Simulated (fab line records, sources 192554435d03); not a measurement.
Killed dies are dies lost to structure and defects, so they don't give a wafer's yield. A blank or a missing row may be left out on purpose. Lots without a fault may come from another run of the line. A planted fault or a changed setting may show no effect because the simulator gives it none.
fab line records | flow n5_finfet
record lots=7 wafers=21
route steps=1938 shown DUMMY_GATE@221 SD_EPI_N@288 SD_EPI_P@295 SD_ACTIVATION@330 ILD0@338 SDB@348 HKMG_FIN@444
start_h: hours from the record's first day to the start of the lot's first wafer shown | wait_h: hours since the lot's step before | " the same as in the row above | L1.1+2: a row that stands for several wafers | - no value, or no start given | * or withheld: withheld | < > ~ a bound
route shown NAME@n: a module of which the file shows steps, and the number in the route of the first | usual: mean/standard deviation of fault-free wafers | same: alike in all rows | chamber/n: place in a boat | sites: the reading at each site | _std_site: their standard deviation | _edge_site: outer sites' mean less inner sites' | radius_mm: how far each site lies from the wafer's centre | mask NAME#n: copy n | behind: the tool/chamber that last shaped the wafer | hold: why the lot was held/for how many hours/how that ended | device: the transistor (n, p or np) that didn't switch | end of line: the same wafers' tests at the end of the route | a step without rows: its recipe alone | killed: dies lost to structure and defects at the first sort, not the wafer's yield | map: a wafer's dies, x killed, . not, _ none there
set.NAME: the setting as run; set.NAME@STEP: as run at that earlier step | model.NAME: the simulator's own value behind a step, which no gauge read
lots whose settings were changed on purpose; a table a step, a row a wafer
## steps
# step N5_DUMMY_GATE_PECVD_30
# recipe material=SiO2 target_thk_a=550 temp_c=400 precursor=TEOS/O2 pressure_torr=6.5 rf_w=withheld teos_flow_sccm=withheld gas=O2 flow_sccm=2650 time_s=10.8
# columns lot.wafer tool chamber start_h wait_h set.time_s model.SiO2_of_DUMMY_GATE_PECVD_30.thk_nm
L080.2 pecvd-03 0 - - 12.06 60.4
L080.3 " 2 " " 10.8 54
L080.4 " 2 " " 10.8 54.4
L081.1 pecvd-03 1 - - 10.8 53.4
L081.4 " 0 " " 9.769 50.2
L081.5 " 2 " " 9.769 49.6
L085.1 pecvd-01 1 115.72 0.0 10.8 55.4
L085.2 " 0 " " 10.8 55.8
L085.5 " 1 " " 10.8 56.2
L086.2 pecvd-01 1 - - 10.8 54.6
L086.4 " 0 " " 10.8 56.4
L086.6 " 2 " " 10.8 55.8
L088.3 pecvd-01 1 - - 10.8 55.2
L088.4 " 2 " " 11.58 60
L088.5 " 0 " " 10.8 55.8
L089.3 pecvd-03 0 - - 10.8 54.2
L089.4 " 1 " " 10.8 54.4
L089.6 " 2 " " 10.8 54
L097.1 pecvd-01 1 - - 11.47 58.8
L097.3 " 0 " " 10.8 55.4
L097.6 " 2 " " 10.8 56
# step N5_DUMMY_GATE_COAT_34
# recipe resist=SOC temp_c=250 time_s=60 spin_rpm=1500 resist_thk_nm=60
# step N5_DUMMY_GATE_COAT_35
# recipe resist=SiARC temp_c=220 time_s=60 spin_rpm=1500 resist_thk_nm=10
# step N5_DUMMY_GATE_ETCH_31
# recipe chemistry=C4F6/O2 target=SiO2 mask_material=SOC target_depth_a=825 time_s=27.5 ion_energy_ev=250 pressure_mtorr=30 source_w=345 bias_w=185 Ar_flow_sccm=300 C4F6_flow_sccm=10 O2_flow_sccm=10
# step N5_DUMMY_GATE_STRIP_41
# recipe chemistry=O2 power_w=400 temp_c=40 pressure_mtorr=30 rf_frequency_hz=6e+07 bias_power_w=0 overash_fraction=0.3 o2_flow_sccm=225
# step N5_DUMMY_GATE_HM_OPEN_21
# recipe chemistry=CH3F/O2 target=SiNx target_depth_a=1200 Ar_flow_sccm=150 CH3F_flow_sccm=30 O2_flow_sccm=23 time_s=171.4 pressure_mtorr=30 source_w=395 bias_w=73 ion_energy_ev=120.7
# columns lot.wafer tool chamber start_h wait_h set.time_s@DUMMY_GATE_PECVD_30 model.SiO2_of_DUMMY_GATE_PECVD_30.thk_nm
L080.2 rie_diel-03 0 87.43 0.0 12.06 50.4
L080.3 " 2 " " 10.8 44.2
L080.4 " 3 " " 10.8 44.6
L081.1 rie_diel-01 1 89.39 0.0 10.8 43.4
L081.4 " 0 " " 9.769 40.2
L081.5 " 2 " " 9.769 39.4
L085.1 rie_diel-01 3 116.81 0.0 10.8 45
L085.2 " 1 " " 10.8 45.8
L085.5 " 1 " " 10.8 46.2
L086.2 rie_diel-01 2 119.77 0.0 10.8 44.6
L086.4 " 2 " " 10.8 46.4
L086.6 " 3 " " 10.8 45.4
L088.3 rie_diel-01 3 133.24 0.0 10.8 44.8
L088.4 " 2 " " 11.58 50.2
L088.5 " 0 " " 10.8 45.6
L089.3+4 rie_diel-03 3,0 136.79 0.0 10.8 44.2
L089.6 " 1 " " 10.8 44
L097.1 rie_diel-01 2 191.46 0.0 11.47 48.8
L097.3 " 1 " " 10.8 45.4
L097.6 " 0 " " 10.8 45.8
# step N5_DUMMY_GATE_ETCH_32
# recipe chemistry=CF4 target=SiO2 target_depth_a=35 time_s=3.9 ion_energy_ev=350 pressure_mtorr=10 icp_w=800 bias_w=400 cf4_flow_sccm=80
# columns lot.wafer tool chamber start_h wait_h set.time_s@DUMMY_GATE_PECVD_30 model.SiO2_of_DUMMY_GATE_PECVD_30.thk_nm
L080.2 rie_si-04 2 87.59 0.1 12.06 46.8
L080.3 " 1 " " 10.8 40.6
L080.4 " 0 " " 10.8 41
L081.1 rie_si-06 0 89.55 0.1 10.8 39.8
L081.4 " 3 " " 9.769 36.8
L081.5 " 1 " " 9.769 36
L085.1 rie_si-06 3 116.97 0.1 10.8 41.4
L085.2 " 0 " " 10.8 42.4
L085.5 " 3 " " 10.8 42.8
L086.2 rie_si-06 2 119.93 0.1 10.8 41
L086.4 " 0 " " 10.8 43
L086.6 " 2 " " 10.8 41.8
L088.3 rie_si-04 0 133.40 0.1 10.8 41.2
L088.4 " 1 " " 11.58 46.8
L088.5 " 3 " " 10.8 42
L089.3 rie_si-06 2 136.95 0.1 10.8 40.6
L089.4 " 1 " " 10.8 40.8
L089.6 " 2 " " 10.8 40.4
L097.1 rie_si-04 1 191.62 0.1 11.47 45.4
L097.3 " 3 " " 10.8 41.8
L097.6 " 3 " " 10.8 42.4
# step N5_SD_EPI_N_EPI_21
# recipe material=Si:P dopant=P temp_c=680 pressure_torr=255 time_s=690
# columns lot.wafer tool chamber start_h wait_h set.temp_c model.Si-P_of_SD_EPI_N_EPI_21.thk_nm
L080.2 epi_rpcvd-04 0 91.82 0.5 682.4 62.4
L080.3 " 0 " " 682.4 61.8
L080.4 " 0 " " 682.4 62.8
L081.1 epi_rpcvd-03 0 94.29 0.1 682.2 61.2
L081.4 " 0 " " 682.2 61
L081.5 " 0 " " 680 58.8
L085.1 epi_rpcvd-04 0 120.26 0.1 680 59.6
L085.2 " 0 " " 680 58.8
L085.5 " 0 " " 680 59
L086.2 epi_rpcvd-03 0 123.56 0.5 675.2 53.6
L086.4 " 0 " " 680 58.4
L086.6 " 0 " " 675.2 53
L088.3 epi_rpcvd-03 0 137.60 0.9 682.2 61
L088.4 " 0 " " 682.2 60.4
L088.5 " 0 " " 680 58.8
L089.3 epi_rpcvd-04 0 140.96 0.7 680 58.8
L089.4 " 0 " " 680 58.6
L089.6 " 0 " " 680 58.4
L097.1 epi_rpcvd-03 0 195.31 0.2 680 59.6
L097.3 " 0 " " 680 59.8
L097.6 " 0 197.18 1.9 677.9 58.2
# step N5_SD_EPI_N_PRECLEAN_24
# recipe chemistry=O3/DIW time_s=60 temp_c=22 o3_ppm=10
# columns lot.wafer tool chamber start_h wait_h set.temp_c@SD_EPI_N_EPI_21 model.Si-P_of_SD_EPI_N_EPI_21.thk_nm
L080.2 wet_bench-03 3 93.76 0.0 682.4 62
L080.3 " 4 " " 682.4 61.4
L080.4 " 6 " " 682.4 62.4
L081.1 wet_bench-03 1 96.04 0.0 682.2 60.8
L081.4 " 3 " " 682.2 60.6
L081.5 " 4 " " 680 58.4
L085.1 wet_bench-05 3 122.03 0.0 680 59.2
L085.2 " 1 " " 680 58.4
L085.5 " 7 " " 680 58.6
L086.2 wet_bench-03 5 125.49 0.0 675.2 53.2
L086.4 " 6 " " 680 58
L086.6 " 0 " " 675.2 52.8
L088.3 wet_bench-05 3 139.16 0.0 682.2 60.6
L088.4 " 5 " " 682.2 60
L088.5 " 2 " " 680 58.4
L089.3 wet_bench-03 3 142.15 0.0 680 58.6
L089.4 " 2 " " 680 58.2
L089.6 " 5 " " 680 58
L097.1 wet_bench-05 6 197.63 0.0 680 59.2
L097.3 " 4 " " 680 59.4
L097.6 " 7 " " 677.9 57.8
# step N5_SD_EPI_P_COAT_34
# recipe resist=SOC temp_c=250 time_s=60 spin_rpm=1500 resist_thk_nm=350
# columns lot.wafer tool chamber start_h wait_h set.spin_rpm model.SOC_of_SD_EPI_P_COAT_34.thk_nm
L080.2 litho_track-04 0 94.45 0.0 1500 349.6
L080.3+4 " 0 " " 1500 349
L081.1 litho_track-04 0 96.63 0.0 1500 350.2
L081.4 " 0 " " 1653 333
L081.5 " 0 " " 1653 333.4
L085.1+2 litho_track-01 0 122.58 0.0 1500 350
L085.5 " 0 " " 1500 349.8
L086.2 litho_track-05 0 126.10 0.0 1560 344.4
L086.4 " 0 " " 1560 343.2
L086.6 " 0 " " 1500 350.6
L088.3 litho_track-04 0 140.00 0.0 1577 339.8
L088.4+5 " 0 " " 1500 348.4
L089.3 litho_track-01 0 142.72 0.0 1594 338.6
L089.4 " 0 " " 1500 350
L089.6 " 0 " " 1594 338.8
L097.1 litho_track-01 0 198.18 0.0 1500 349
L097.3 " 0 " " 1548 343.8
L097.6 " 0 " " 1548 342.6
# step N5_SD_EPI_P_COAT_35
# recipe resist=SiARC temp_c=220 time_s=60 spin_rpm=1500 resist_thk_nm=35
# step N5_SD_EPI_P_COAT_03
# recipe resist=CAR-ArF-block spin_rpm=1500 resist_thk_nm=150
# step N5_SD_EPI_P_EPI_21
# recipe material=SiGe:B dopant=B temp_c=550 pressure_torr=20 ambient=H2 time_s=355
# step N5_SD_EPI_P_HM_STRIP_48
# recipe chemistry=H3PO4 temp_c=160 material=SiNx target=SiNx target_depth_a=30 overetch_fraction=0.3
# columns lot.wafer tool chamber start_h wait_h set.temp_c@SD_EPI_N_EPI_21 model.Si-P_of_SD_EPI_N_EPI_21.thk_nm
L080.2 wet_bench-02 5 98.49 0.0 682.4 61.8
L080.3 " 6 " " 682.4 61.2
L080.4 " 7 " " 682.4 62
L081.1+4 wet_bench-04 1,0 100.66 0.0 682.2 60.4
L081.5 " 6 " " 680 58
L085.1 wet_bench-04 1 126.72 0.0 680 58.8
L085.2 " 7 " " 680 58.2
L085.5 " 2 " " 680 58.4
L086.2 wet_bench-04 0 130.98 0.0 675.2 53
L086.4 " 2 " " 680 57.8
L086.6 " 4 " " 675.2 52.4
L088.3 wet_bench-06 2 144.88 0.0 682.2 60.4
L088.4 " 4 " " 682.2 59.8
L088.5 " 3 " " 680 58.2
L089.3 wet_bench-04 3 147.47 0.0 680 58.2
L089.4 " 0 " " 680 58
L089.6 " 4 " " 680 57.8
L097.1 wet_bench-02 4 203.75 0.0 680 59
L097.3 " 6 " " 680 59.2
L097.6 " 5 " " 677.9 57.4
# step N5_SD_EPI_P_SRD_49
# recipe dry=ipa_marangoni time_s=30 temp_c=23 rinse_liquid=diw
# step N5_SD_EPI_P_PRECLEAN_24
# recipe chemistry=O3/DIW time_s=45 temp_c=22 o3_ppm=10
# step N5_SD_ACTIVATION_RTA_00
# recipe temp_c=975 time_s=0 ambient=N2 idle_temp_c=600 ramp_up_c_per_s=150 ramp_down_c_per_s=60 cool_to_c=600
# step N5_SD_ACTIVATION_LSA_01
# recipe temp_c=1080 time_s=0.0008 ambient=N2
# step N5_SD_ACTIVATION_RS_MEAS_03
# recipe thk_meas_gauge=four-point-probe
# usual RS_SD_N=21.85/0.27 RS_SD_P=56.2/0.78
# columns lot.wafer tool chamber start_h wait_h set.temp_c@SD_EPI_N_EPI_21 RS_SD_N[ohm/sq] RS_SD_P[ohm/sq]
L080.2 film_metro-02 - 99.10 0.2 682.4 20.82 55.5
L080.3 " - " " 682.4 21.04 55.9
L080.4 " - " " 682.4 20.70 56.6
L081.1 film_metro-01 - 101.37 0.2 682.2 21.27 55.4
L081.4 " - " " 682.2 21.19 57.3
L081.5 " - " " 680 22.30 56.4
L085.1 film_metro-02 - 127.29 0.2 680 21.49 56.2
L085.2 " - " " 680 21.89 56.1
L085.5 " - " " 680 21.86 56.0
L086.2 film_metro-01 - 131.57 0.2 675.2 23.94 56.3
L086.4 " - " " 680 21.90 55.6
L086.6 " - " " 675.2 23.97 55.9
L088.3 film_metro-01 - 145.62 0.2 682.2 21.03 57.8
L088.4 " - " " 682.2 21.46 57.5
L088.5 " - " " 680 22.01 57.3
L089.3 film_metro-02 - 148.44 0.2 680 21.98 55.6
L089.4 " - " " 680 22.08 56.1
L089.6 " - " " 680 22.07 55.7
L097.1 film_metro-01 - 204.32 0.2 680 21.52 56.2
L097.3 " - " " 680 21.68 56.0
L097.6 " - " " 677.9 22.21 56.2
# step N5_ILD0_CMP_03
# recipe stop_on=SiNx t_overpolish_s=1.9 post_cmp_clean=alkaline_brush down_force_psi=4.1491 platen_rpm=51.796 pad_velocity_m_s=1.0306 target_thk_nm=197.38
# usual time_to_endpoint_s=70/3.4
# columns lot.wafer tool chamber start_h wait_h set.down_force_psi time_to_endpoint_s
L080.4 cmp-01 2 101.80 0.0 4.1491 65
L080.3 " 0 " " 4.948 58
L080.2 " 1 " " 4.1491 67
L081.4 cmp-03 3 104.17 0.1 4.1491 65
L081.1 " 0 " " 4.1491 66
L081.5 " 2 " " 4.1491 63
L085.2 cmp-01 0 130.06 0.1 4.1491 75
L085.1 " 1 " " 4.1491 70
L085.5 " 3 " " 4.1491 72
L086.2 cmp-03 0 134.31 0.1 4.1491 77
L086.4 " 1 " " 4.1491 71
L086.6 " 0 " " 4.1491 72
L088.3 cmp-02 3 148.30 0.0 4.1491 70
L088.4 " 1 " " 4.1491 71
L088.5 " 3 " " 3.674 80
L089.3 cmp-03 1 151.20 0.1 3.274 86
L089.4 " 2 " " 3.274 86
L089.6 " 0 " " 4.1491 71
L097.3 cmp-03 2 207.06 0.0 4.1491 73
L097.1 " 3 " " 4.1491 79
L097.6 " 2 " " 3.892 80
# step N5_SDB_COAT_03
# recipe resist=SOC temp_c=250 time_s=60 spin_rpm=1500 resist_thk_nm=100
# columns lot.wafer tool chamber start_h wait_h set.spin_rpm model.SOC_of_SDB_COAT_03.thk_nm
L080.2+3 litho_track-03 0 105.80 0.1 1500 101
L080.4 " 0 " " 1500 101.2
L081.1+5 litho_track-03 0 108.07 0.1 1500 100.2
L081.4 " 0 " " 1339 105.6
L085.1+2+5 litho_track-02 0 134.19 0.1 1500 99.8
L086.2 litho_track-04 0 138.27 0.1 1408 102.8
L086.4 " 0 " " 1500 100
L086.6 " 0 " " 1500 99.6
L088.3 litho_track-03 0 152.28 0.1 1623 96.8
L088.4+5 " 0 " " 1500 100.6
L089.3 litho_track-03 0 155.10 0.1 1500 100.6
L089.4+6 " 0 " " 1637 96.2
L097.1 litho_track-04 0 211.04 0.1 1430 102.2
L097.3 " 0 " " 1500 100.2
L097.6 " 0 " " 1430 102.6
# step N5_SDB_COAT_04
# recipe resist=SiARC temp_c=220 time_s=60 spin_rpm=1500 resist_thk_nm=18
# step N5_SDB_COAT_05
# recipe resist=CAR-ArF spin_rpm=1500 resist_thk_nm=90
# step N5_SDB_DESCUM_16
# recipe chemistry=O2 time_s=7.9 source_power_w=50 bias_power_w=20 pressure_mtorr=20 rf_frequency_hz=2.712e+07 temp_c=40 resist=CAR-ArF o2_flow_sccm=225
# step N5_SDB_ETCH_17
# recipe chemistry=CF4 target=SiARC target_depth_a=234 mask_material=CAR-ArF time_s=39 ion_energy_ev=80 pressure_mtorr=40 source_w=545 bias_w=36 Ar_flow_sccm=100 cf4_flow_sccm=100 ends=cleared
# step N5_SDB_ETCH_18
# recipe chemistry=N2/H2 target=SOC target_depth_a=1000 overetch_a=200 mask_material=SiARC temp_c=40 time_s=150 ion_energy_ev=200 pressure_mtorr=30 source_w=840 bias_w=150 n2_flow_sccm=200 h2_flow_sccm=200
# columns lot.wafer tool chamber start_h wait_h set.spin_rpm@SDB_COAT_03 model.etch.depth_nm
L080.2+3 rie_diel-06 1,2 106.33 0.0 1500 101
L080.4 " 1 " " 1500 101.2
L081.1 rie_diel-02 1 108.60 0.0 1500 100.1
L081.4 " 3 " " 1339 105.6
L081.5 " 2 " " 1500 100.2
L085.1 rie_diel-02 3 134.61 0.0 1500 99.87
L085.2 " 2 " " 1500 99.83
L085.5 " 1 " " 1500 99.78
L086.2 rie_diel-06 1 138.67 0.0 1408 102.8
L086.4 " 3 " " 1500 99.94
L086.6 " 1 " " 1500 99.55
L088.3 rie_diel-06 2 152.81 0.0 1623 96.86
L088.4 " 2 " " 1500 100.7
L088.5 " 0 " " 1500 100.5
L089.3 rie_diel-06 0 155.73 0.0 1500 100.6
L089.4 " 0 " " 1637 96.12
L089.6 " 2 " " 1637 96.28
L097.1 rie_diel-06 3 211.44 0.0 1430 102.3
L097.3 " 0 " " 1500 100.2
L097.6 " 0 " " 1430 102.6
# step N5_SDB_STRIP_19
# recipe chemistry=N2/H2 temp_c=40 n2_flow_sccm=200 h2_flow_sccm=200 rf_frequency_hz=6e+07
# step N5_SDB_STRIP_21
# recipe chemistry=CF4 resist=SiARC power_w=300 bias_power_w=75 pressure_mtorr=50 cf4_flow_sccm=150 rf_frequency_hz=6e+07
# step N5_SDB_HM_OPEN_20
# recipe chemistry=CH3F/O2 target=SiNx mask_material=SOC target_depth_a=240 stop_on=poly-Si over_etch_frac=0.4 ion_energy_ev=120 pressure_mtorr=30 source_w=395 bias_w=73 Ar_flow_sccm=150 CH3F_flow_sccm=30 O2_flow_sccm=20
# columns lot.wafer tool chamber start_h wait_h set.spin_rpm@SDB_COAT_03 model.SOC_of_SDB_COAT_03.thk_nm
L080.2 rie_diel-06 1 106.49 0.0 1500 85.2
L080.3+4 " 2,1 " " 1500 85.4
L081.1 rie_diel-02 1 108.75 0.0 1500 84.4
L081.4 " 3 " " 1339 89.6
L081.5 " 2 " " 1500 84.2
L085.1 rie_diel-02 3 134.77 0.0 1500 83.8
L085.2 " 2 " " 1500 84
L085.5 " 1 " " 1500 84.2
L086.2 rie_diel-06 1 138.83 0.0 1408 87
L086.4 " 3 " " 1500 84.2
L086.6 " 1 " " 1500 83.6
L088.3 rie_diel-06 2 152.96 0.0 1623 80.8
L088.4 " 2 " " 1500 84.8
L088.5 " 0 " " 1500 84.4
L089.3 rie_diel-06 0 155.89 0.0 1500 84.4
L089.4 " 0 " " 1637 80
L089.6 " 2 " " 1637 80.2
L097.1 rie_diel-06 3 211.60 0.0 1430 86.4
L097.3 " 0 " " 1500 84.2
L097.6 " 0 " " 1430 86.6
# step N5_SDB_STRIP_22
# recipe chemistry=N2/H2 power_w=1000 temp_c=250 h2_frac=0.65 overash_fraction=0.3 pressure_mtorr=withheld n2_flow_sccm=1750 h2_flow_sccm=3250
# usual strip_time_to_endpoint_s=96.5/0.38
# columns lot.wafer tool chamber start_h wait_h set.spin_rpm@SDB_COAT_03 strip_time_to_endpoint_s
L080.2 plasma_asher-01 1 106.57 0.1 1500 97.4
L080.3 " 1 " " 1500 97.5
L080.4 " 0 " " 1500 97.5
L081.1 plasma_asher-02 0 108.83 0.1 1500 96.6
L081.4 " 0 " " 1339 101.4
L081.5 " 1 " " 1500 96.5
L085.1 plasma_asher-01 1 135.02 0.2 1500 96.1
L085.2 " 0 " " 1500 96.2
L085.5 " 1 " " 1500 96.4
L086.2 plasma_asher-02 0 138.91 0.1 1408 99.0
L086.4 " 1 " " 1500 96.4
L086.6 " 0 " " 1500 95.9
L088.3 plasma_asher-02 0 153.08 0.1 1623 93.1
L088.4 " 1 " " 1500 96.9
L088.5 " 0 " " 1500 96.6
L089.3 plasma_asher-01 0 156.01 0.1 1500 96.5
L089.4 " 1 " " 1637 92.4
L089.6 " 0 " " 1637 92.6
L097.1 plasma_asher-01 1 211.68 0.1 1430 98.5
L097.3 " 0 " " 1500 96.4
L097.6 " 1 " " 1430 98.7
# step N5_SDB_CUT_ETCH_26
# recipe chemistry=HBr/Cl2/O2 target=Si target_depth_a=1296 bt_time_s=20 mask_material=SiNx time_s=51.8 ion_energy_ev=* bias_w=* pressure_mtorr=10 icp_w=800 HBr_flow_sccm=150 Cl2_flow_sccm=80 O2_flow_sccm=12
# columns lot.wafer tool chamber start_h wait_h set.bias_w model.SDB.feature_depth_nm model.etch.depth_nm model.SiNx_of_SDB_HM_DEP_00.thk_nm
L080.2 rie_si-05 2 106.87 0.1 * 129.8 129.8 22
L080.3 " 1 " " * 129.4 129.4 22.4
L080.4 " 0 " " * 128.8 128.7 22.6
L081.1 rie_si-03 1 109.67 0.1 * 131.2 131.2 20.4
L081.4 " 3 " " * 130.8 130.8 21.2
L081.5 " 2 " " * 129.2 129.2 21.8
L085.1 rie_si-01 0 135.32 0.1 * 129.6 129.5 21.8
L085.2 " 3 " " * 129.6 129.7 22
L085.5 " 0 " " * 128.4 128.4 23
L086.2 rie_si-01 3 139.21 0.1 * 128 127.9 22.2
L086.4 " 2 " " * 127.8 127.8 22.8
L086.6 " 1 " " * 128.8 128.9 22.8
L088.3 rie_si-01 1 153.35 0.1 * 129.8 129.7 21.4
L088.4 " 0 " " * 125.2 125.1 23.8
L088.5 " 1 " " * 131.2 131.2 22.2
L089.3 rie_si-01 2 156.27 0.1 * 129 129.1 21.8
L089.4 " 0 " " * 127.4 127.3 22.6
L089.6 " 2 " " * 128 128 22.8
L097.1 rie_si-03 0 211.98 0.1 * 132.8 132.8 19.4
L097.3 " 2 " " * 129 129 21.6
L097.6 " 1 " " * 129.2 129.1 22.4
# step N5_HKMG_FIN_ETCH_86
# recipe chemistry=N2/H2 target=SOC target_depth_a=3932 stop_on=TiN ion_energy_ev=100 bias_w=61 pressure_mtorr=30 source_w=850 n2_flow_sccm=200 h2_flow_sccm=200
# columns lot.wafer tool chamber start_h wait_h set.target_depth_a model.SOC_of_HKMG_FIN_COAT_85.thk_nm
L080.2 rie_diel-02 0 116.59 - 3932 19.2
L080.3 " 1 " " 3467 52.6
L080.4 " 2 " " 3932 19.4
L081.1 rie_diel-06 2 119.40 - 3932 19.8
L081.4 " 3 " " 4245 8.6
L081.5 " 1 " " 3932 18
L085.1 rie_diel-02 0 144.92 - 3932 19.6
L085.2 " 3 " " 3932 16.6
L085.5 " 1 " " 3932 19.8
L086.2+4+6 rie_diel-06 0,1,2 150.27 - 4110 8.6
L088.3+5 rie_diel-06 2 164.28 - 3932 13.6
L088.4 " 0 " " 3932 15.4
L089.3 rie_diel-06 1 166.45 - 3932 19
L089.4 " 0 " " 3932 15.4
L089.6 " 1 " " 4196 8.6
L097.1+6 rie_diel-05 1 222.11 - 3932 13.8
L097.3 " 0 " " 3932 15.6
## key
split step=N5_DUMMY_GATE_PECVD_30 setting=time_s stated=10.8 by=wafer
response step=N5_DUMMY_GATE_PECVD_30 reading=model.SiO2_of_DUMMY_GATE_PECVD_30.thk_nm change=+0.495 per=1% r=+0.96
response step=N5_DUMMY_GATE_HM_OPEN_21 reading=model.SiO2_of_DUMMY_GATE_PECVD_30.thk_nm change=+0.504 per=1% r=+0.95
response step=N5_DUMMY_GATE_ETCH_32 reading=model.SiO2_of_DUMMY_GATE_PECVD_30.thk_nm change=+0.505 per=1% r=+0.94
split step=N5_SD_EPI_N_EPI_21 setting=temp_c stated=680 by=wafer
response step=N5_SD_EPI_N_EPI_21 reading=model.Si-P_of_SD_EPI_N_EPI_21.thk_nm change=+6.75 per=1% r=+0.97
response step=N5_SD_EPI_N_PRECLEAN_24 reading=model.Si-P_of_SD_EPI_N_EPI_21.thk_nm change=+6.66 per=1% r=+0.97
response step=N5_SD_EPI_P_HM_STRIP_48 reading=model.Si-P_of_SD_EPI_N_EPI_21.thk_nm change=+6.87 per=1% r=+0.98
response step=N5_SD_ACTIVATION_RS_MEAS_03 reading=RS_SD_N change=-2.78 per=1% r=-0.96
split step=N5_SD_EPI_P_COAT_34 setting=spin_rpm stated=1500 by=wafer
response step=N5_SD_EPI_P_COAT_34 reading=model.SOC_of_SD_EPI_P_COAT_34.thk_nm change=-1.71 per=1% r=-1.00
split step=N5_ILD0_CMP_03 setting=down_force_psi stated=4.1491 by=wafer
response step=N5_ILD0_CMP_03 reading=time_to_endpoint_s change=* per=1% r=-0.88
split step=N5_SDB_COAT_03 setting=spin_rpm stated=1500 by=wafer
response step=N5_SDB_COAT_03 reading=model.SOC_of_SDB_COAT_03.thk_nm change=-0.486 per=1% r=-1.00
response step=N5_SDB_ETCH_18 reading=model.etch.depth_nm change=-0.486 per=1% r=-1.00
response step=N5_SDB_HM_OPEN_20 reading=model.SOC_of_SDB_COAT_03.thk_nm change=-0.483 per=1% r=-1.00
response step=N5_SDB_STRIP_22 reading=strip_time_to_endpoint_s change=* per=1% r=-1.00
split step=N5_SDB_CUT_ETCH_26 setting=bias_w stated=* by=wafer
response step=N5_SDB_CUT_ETCH_26 reading=model.SDB.feature_depth_nm change=+0.317 per=1% r=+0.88
response step=N5_SDB_CUT_ETCH_26 reading=model.etch.depth_nm change=+0.317 per=1% r=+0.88
response step=N5_SDB_CUT_ETCH_26 reading=model.SiNx_of_SDB_HM_DEP_00.thk_nm change=-0.171 per=1% r=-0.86
split step=N5_HKMG_FIN_ETCH_86 setting=target_depth_a stated=3932 by=wafer
response step=N5_HKMG_FIN_ETCH_86 reading=model.SOC_of_HKMG_FIN_COAT_85.thk_nm change=-2.15 per=1% r=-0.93
